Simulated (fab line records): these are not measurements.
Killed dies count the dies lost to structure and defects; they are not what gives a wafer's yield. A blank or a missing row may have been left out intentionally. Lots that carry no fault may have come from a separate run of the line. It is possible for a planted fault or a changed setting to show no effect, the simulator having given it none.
Struck lot and sound lot, side by side :: flow nandHarc :: 15 steps out of a route of 1302
Sound: wafers L283.1, L283.2, L283.4. Struck: wafer L291.3. (L291.1, L291.6 of the same lot were not struck and are left out.) The cause comes at the end.
At each step with rows: each side's tool, then ch and its chambers, then its first start. Under that, the readings that differ: sound wafers :: struck wafers :: difference of the means :: sigmas: that difference in standard deviations of wafers without a fault.
alike: a reading whose means differ by less than 2 such deviations, as well as words and numbers matching on both sides. not compared: withheld readings; readings where some wafer has no value; bounds like >300 that might hide an equal value; numbers whose values overlap and for which the record gives no deviation.
A row with sigmas, a row that says differs or no value, or rows on one side alone: a step with any of these is where the two part. Numbers that have no deviation but don't overlap get no sigmas and don't part them. A reading missing from all wafers of one side parts the sides only when that side holds two or more wafers.

NHARC_A_DECK1_JOINT_ETCHBACK_00: etches the open film in HBr, target depth 30 nm, time 17.4 s.
  sound on rieSi-06 ch 1,2,3, day 12 06:09; struck on rieSi-01 ch 2, day 14 21:13
reading: rfHoursCounterH (h)
sound: 0.06 0.13 0.09
struck: 0.68
difference: +0.59
sigmas: 
  alike: drypumpMotorCurrentA, oesProductAu, throttleValvePct
then, 8 steps without rows for these wafers: NHARC_A_DECK1_JOINT_PRECLEAN_30 (cleans in SC1); NHARC_A_DECK1_JOINT_SRD_31; NHARC_A_DECK1_JOINT_CVD_34 (deposits SiNx, target thk 20 nm); NHARC_A_DECK1_JOINT_DEP_06 (deposits SiOx, target thk 80 nm); NHARC_A_DECK1_JOINT_CURE_26 (time 32 s); NHARC_A_DECK1_JOINT_ANNEAL_27 (time 3600 s); NHARC_A_DECK1_JOINT_ANNEAL_28 (time 1800 s); NHARC_A_DECK1_JOINT_ANNEAL_29 (time 1800 s).
NHARC_A_DECK1_JOINT_CMP_02: polishes SiOx.
  sound on cmp-01 ch 1,2,3, day 13 03:50; struck on cmp-04 ch 2, day 15 18:04
  alike: motorCurrentA, padLifeWafers
after that, 1 step had no rows for these wafers: NHARC_A_DECK1_JOINT_SRD_15.
NHARC_A_DECK1_JOINT_DEP_16: deposits SiO2, target thk 45 nm.
  sound on pecvd-01 ch 0,1, day 13 04:14; struck on pecvd-03 ch 0, day 15 18:28
reading: mfcPrecursorSccm (sccm)
sound: 161.8 162.1 162.1
struck: 241.0
difference: +79.0
sigmas: +99 or more
  alike: heaterPowerW, throttleValvePct
NHARC_A_DECK1_JOINT_THK_MEAS_17: measures by ellipsometry.
  sound on filmMetro-01, day 13 04:29; struck on filmMetro-01, day 15 18:44
reading: thkNm (nm)
sound: 43.2 44.8 44.2
struck: 67.1
difference: +23.0
sigmas: +21
NHARC_A_DECK1_JOINT_INSPECT_05:
  sound on defectInspect-01, day 13 04:32; struck on defectInspect-02, day 15 18:46
  alike: rawDefectCount
after that, 1 step had no rows for these wafers: NHARC_END_SORT_01.

WHERE THEY PART
Earliest at NHARC_A_DECK1_JOINT_DEP_16; latest, in this record, at NHARC_A_DECK1_JOINT_THK_MEAS_17. Later steps at which nothing parts them and some readings are alike: NHARC_A_DECK1_JOINT_INSPECT_05.

WHY: the cause the simulator had injected
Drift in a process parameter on pecvd-03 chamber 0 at NHARC_A_DECK1_JOINT_DEP_16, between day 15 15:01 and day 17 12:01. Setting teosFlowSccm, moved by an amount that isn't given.
